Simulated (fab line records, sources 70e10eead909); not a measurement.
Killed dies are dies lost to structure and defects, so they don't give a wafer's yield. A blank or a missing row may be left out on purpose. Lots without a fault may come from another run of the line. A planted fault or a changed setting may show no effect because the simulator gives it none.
One fault seen from 2 desks | flow nand_harc | each desk has only its own numbers; what lay behind them comes last

THE METROLOGY DESK
What the gauges read, lot by lot, whatever tool the lot ran on: means of the sampled wafers that have a number. A lot is out of limits, marked OUT, if its mean lies more than 4 standard deviations from the usual mean; the brackets give that distance.
Columns: A = overlay_x_nm at NHARC_A_BLC_OVL_MEAS_11, usual -0.2 nm; B = overlay_y_nm at NHARC_A_BLC_OVL_MEAS_11, usual 0.1 nm
lot  | first seen here | A    | B
L520 | day 17 06:18    | -0.2 | -0.1
L521 | day 17 12:30    | -0.7 | 0.2
L522 | day 17 23:47    | -1.0 | 0.4
L524 | day 17 23:57    | -0.9 | 0.6
L527 | day 18 18:14    | -0.3 | 0.0
L526 | day 18 23:38    | -1.3 | 1.1
L529 | day 19 00:19    | 0.5  | 0.8
L530 | day 19 22:02    | -1.0 | -0.2
L532 | day 20 11:53    | 0.8  | 2.2
L533 | day 20 14:01    | 0.0  | 0.4
L537 | day 21 17:25    | -1.0 | 0.3
L542 | day 22 14:27    | 0.7  | -0.9
L541 | day 22 17:46    | 0.6  | 0.1
This desk's finding: nothing out of limits on any of the 13 lots.

THE TOOL OWNER'S DESK: litho_track-01
The tool's own readings at NHARC_A_BLC_SOFTBAKE_05 (time 55 s): means of the sampled wafers that have a number, for each lot that ran on this tool. A lot is out of limits, marked OUT, if its mean lies more than 4 standard deviations from the usual mean; the brackets give that distance.
Columns: A = heater_power_total_W at NHARC_A_BLC_SOFTBAKE_05, usual 188.46 W
lot  | first seen here | A
L520 | day 17 05:00    | 188.44
L524 | day 17 23:00    | 188.44
L527 | day 18 17:00    | 188.32
L530 | day 19 21:00    | 188.53
L532 | day 20 11:00    | 188.54
L533 | day 20 13:00    | 193.12 (+29) OUT
L537 | day 21 17:00    | 193.38 (+31) OUT
This desk's finding: out of limits on L533, L537; first on L533, day 20 13:00 (heater_power_total_W at NHARC_A_BLC_SOFTBAKE_05). In limits: L520, L524, L527, L530, L532.

PUT TOGETHER
The tool owner's desk could have raised an alarm at day 20 13:00, on L533, L537.
The metrology desk saw nothing out of limits.
The metrology desk has L533, L537 on record, within its limits.
Of the lots named, all ran NHARC_A_BLC_SOFTBAKE_05 on litho_track-01.

WHAT THE SIMULATOR HAD PUT IN
Process parameter drift: litho_track-01, from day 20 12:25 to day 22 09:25, at NHARC_A_BLC_SOFTBAKE_05. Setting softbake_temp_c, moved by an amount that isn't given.
Lots struck among those shown: L533, L537.
Hours from the fault's start to each desk's first reading out of limits: the tool owner's desk, 1.
